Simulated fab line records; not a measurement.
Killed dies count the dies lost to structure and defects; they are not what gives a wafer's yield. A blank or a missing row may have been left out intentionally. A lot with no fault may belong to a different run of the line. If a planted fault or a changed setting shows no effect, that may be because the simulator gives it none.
Matching of chambers	flow n5_finfet	N5_HKMG_FIN_CMP_23 on cmp-04 has 4 sister chambers
The step polishes, stops on SiNx, t overpolish 10 s, target thk 46.326 nm. 14 wafers are shown with their chamber, then 7 later ones without.

== WAFERS WITH THEIR CHAMBER ==
wafer	chamber	motor_current_A (A)	time_to_endpoint_s (s)	overpolish_run_s (s)
L075.2	3	12.8	10.9	10.002
L075.3	2	14.1	10.3	9.992
L075.6	2	13.6	11.7	9.993
L075.1	1	13.9	7.3	10.000
L075.4	0	10.0	6.8	10.004
L075.5	3	13.8	8.8	10.002
L079.1	1	14.3	9.4	9.989
L079.4	3	14.0	7.5	9.991
L079.6	0	10.6	8.1	9.997
L083.1	2	13.9	8.6	10.004
L083.4	3	13.4	9.7	9.987
L083.5	0	10.8	9.3	9.991
L084.1	0	10.9	11.2	9.994
L084.2	3	12.8	13.6	9.990

SIGNATURES, as means of the wafers listed above
reading	chamber 0	chamber 1	chamber 2	chamber 3	scatter within a chamber
motor_current_A	10.575	14.100	13.867	13.360	0.439
time_to_endpoint_s	8.850	8.350	10.200	10.100	1.98
overpolish_run_s	9.99650	9.99450	9.99633	9.99440	0.00666
Rule: a wafer's distance from a chamber is the root of the sum, over the readings, of the square of ((its reading less the chamber's mean) divided by the reading's scatter). If the next closest chamber is less than 2 further off than the closest, the wafer can't be placed; otherwise it belongs to the closest. The scatter: take each reading less its chamber's mean, square it, sum over the shown wafers, divide by the number of wafers less the number of chambers, and take the root.

== WAFERS WHOSE CHAMBER IS MISSING ==
wafer	motor_current_A (A)	time_to_endpoint_s (s)	overpolish_run_s (s)
L084.6	10.9	13.6	9.989
L091.1	13.0	12.4	10.020
L091.2	10.6	11.8	10.013
L091.3	13.7	13.4	9.999
L091.4	14.3	14.5	9.999
L091.5	10.8	12.2	10.003
L091.6	13.1	9.3	9.996

== WHICH CHAMBER EACH ONE RAN IN ==
wafer	from the rows above	in truth
L084.6	0	0
L091.1	can't be placed: 3 or 2 or 1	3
L091.2	0	0
L091.3	can't be placed: 2 or 3 or 1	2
L091.4	can't be placed: 2 or 3 or 1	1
L091.5	0	0
L091.6	can't be placed: 3 or 2 or 1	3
Correctly placed: 3 of 7. From these rows, 4 cannot be placed; in 4 the true chamber is one of the candidates. Wrongly placed: 0.
